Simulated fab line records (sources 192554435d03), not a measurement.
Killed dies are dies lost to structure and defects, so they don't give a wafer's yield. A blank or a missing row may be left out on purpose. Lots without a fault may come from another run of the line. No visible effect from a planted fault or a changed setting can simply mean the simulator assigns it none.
Struck lot and sound lot, side by side | flow n5-finfet | 30 out of 1938 route steps
Sound: wafers L166.1, L166.2, L166.3. Struck: wafers L172.3, L172.5, L172.6. The cause is named last.
Order at every step that has rows: each side's tool, ch and its chambers, its first start. Under that, the readings that differ: sound wafers | struck wafers | difference of the means | sigmas: that difference in standard deviations of wafers without a fault.
alike: readings whose means differ by less than 2 such deviations, and words and numbers that are the same on both sides. not compared: withheld readings, readings that some wafer has no value for, bounds like >300 that may hide the same value, and numbers for which the record gives no deviation and whose values overlap.
A row with sigmas, a row that says differs or no value, or rows on one side alone: a step with any of these is where the two part. Non-overlapping numbers with no deviation appear without sigmas and do not part them. Lack of a reading on every wafer of one side parts them only where that side has two or more wafers.

first, 9 steps without rows for these wafers: N5_BEOL_M1_DESCUM_16 (chemistry O2, time 7 s); N5_BEOL_M1_ETCH_74 (etches underlayer in N2/H2, target depth 6.5 nm, time 5.2 s); N5_BEOL_M1_ETCH_63 (etches SiARC in CF4, target depth 15.6 nm, time 26 s); N5_BEOL_M1_ETCH_64 (etches SOC in N2/H2, target depth 75 nm, overetch 15 nm, time 112.5 s); N5_BEOL_M1_STRIP_65 (strips in N2/H2); N5_BEOL_M1_STRIP_75 (strips in N2/H2); N5_BEOL_M1_STRIP_66 (strips in CF4); N5_BEOL_M1_HM_OPEN_17 (chemistry Cl2/BCl3, target TiN, target depth 20 nm, overetch 6 nm); N5_BEOL_M1_STRIP_19 (strips in O2).
N5_BEOL_M1_COAT_67: time 60 s, resist thk 60 nm.
  sound on litho-track-05 ch 0, day 10 08:20; struck on litho-track-05 ch 0, day 11 15:01
  reading                                  | sound                | struck               | difference | sigmas
  spin-speed-rpm (rpm)                     | 1497.6 1500.8 1497.6 | 1423.6 1424.9 1424.7 | -74.3      | -68
  model.SOC_of_BEOL_M1_COAT_67.thk-nm (nm) | 59.4 59.6 59.6       | 61.4 61.4 61.4       | +1.9       |
then, 13 steps without rows for these wafers: N5_BEOL_M1_COAT_68 (time 60 s, resist thk 12 nm); N5_BEOL_M1_COAT_76 (time 60 s, resist thk 5 nm); N5_BEOL_M1_COAT_22 (resist thk 30 nm); N5_BEOL_M1_EBR_24; N5_BEOL_M1_SOFTBAKE_23 (time 60 s); N5_BEOL_M1_EXPOSE_25 (exposes mask V0, defocus 5 nm, target cd 24 nm); N5_BEOL_M1_PEB_26 (peb time 60 s); N5_BEOL_M1_DEVELOP_27 (develop time 30 s); N5_BEOL_M1_DESCUM_33 (chemistry O2, time 7 s); N5_BEOL_M1_ETCH_77 (etches underlayer in N2/H2, target depth 6.5 nm, time 5.2 s); N5_BEOL_M1_ETCH_69 (etches SiARC in CF4, target depth 15.6 nm, time 26 s); N5_BEOL_M1_ALD_98 (deposits SiO2, target thk 2.5 nm, pulse time 1 s, co reactant pulse time 1 s); N5_BEOL_M1_ETCHBACK_99 (etches SiO2 in CHF3, target depth 5 nm, time 10.4 s).
N5_BEOL_M1_ETCH_70: etches SOC in N2/H2, target depth 80 nm, overetch 16 nm, time 120 s.
  sound on rie-diel-02 ch 1,2,3, day 11 04:43; struck on rie-diel-05 ch 0,2,3, day 12 00:16
  reading                  | sound             | struck            | difference | sigmas
  model.etch.depth-nm (nm) | 59.43 59.56 59.58 | 61.44 61.38 61.42 | +1.89      |
  alike: drypump-motor-current-A, oes-product-au, rf-vpp-V, showerhead-plenum-p-Torr, throttle-valve-pct
  not compared: rf-hours-counter-h
then, 2 steps without rows for these wafers: N5_BEOL_M1_STRIP_71 (strips in N2/H2); N5_BEOL_M1_STRIP_78 (strips in N2/H2).
N5_BEOL_M1_VIA_ETCH_34: etches the open film in C4F6/O2, target depth 67.8 nm, time 64.4 s.
  sound on rie-diel-02 ch 1,2,3, day 11 04:49; struck on rie-diel-05 ch 0,2,3, day 12 00:22
  reading                                  | sound          | struck         | difference | sigmas
  model.SOC_of_BEOL_M1_COAT_67.thk-nm (nm) | 51.6 51.8 51.6 | 53.4 53.4 53.2 | +1.7       |
  alike: drypump-motor-current-A, oes-product-au, rf-vpp-V, showerhead-plenum-p-Torr, throttle-valve-pct
  not compared: rf-hours-counter-h
then, 1 step without rows for these wafers: N5_BEOL_M1_STRIP_83 (strips in C4F6/O2).
-- the record jumps here: 3 days lie between the struck wafers' starts before and after (it left off in module BEOL_M1 and takes up again in module BEOL_M4, whose first step shown is number 1111 of the route) --
N5_BEOL_M4_RC_MEAS_101:
  sound on prober-01 ch 0, day 13 20:19; struck on prober-02 ch 0, day 14 22:01
  reading        | sound          | struck         | difference | sigmas
  IOFF_P (nA/um) | 0.21 0.17 0.21 | 0.12 0.12 0.14 | -0.07      | -2
  ION_P (uA/um)  | 463 450 464    | 437 437 441    | -21        | -3
  VT_N (mV)      | 249 252 250    | 258 260 257    | +8         | +2
  VT_P (mV)      | -248 -251 -254 | -261 -263 -262 | -11        | -3
  alike: DIBL_N, DIBL_P, IOFF_N, ION_N, SS_N, SS_P
N5_PASSIVATION_PROBE_49:
  the record holds rows for the sound wafers here (prober-01, day 18 15:20) but none for the struck ones

## WHERE THEY PART
Earliest at N5_BEOL_M1_COAT_67; latest, in this record, at N5_PASSIVATION_PROBE_49.

WHY: whatever the simulator had introduced
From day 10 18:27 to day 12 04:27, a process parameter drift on litho-track-05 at N5_BEOL_M1_COAT_67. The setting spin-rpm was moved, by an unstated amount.
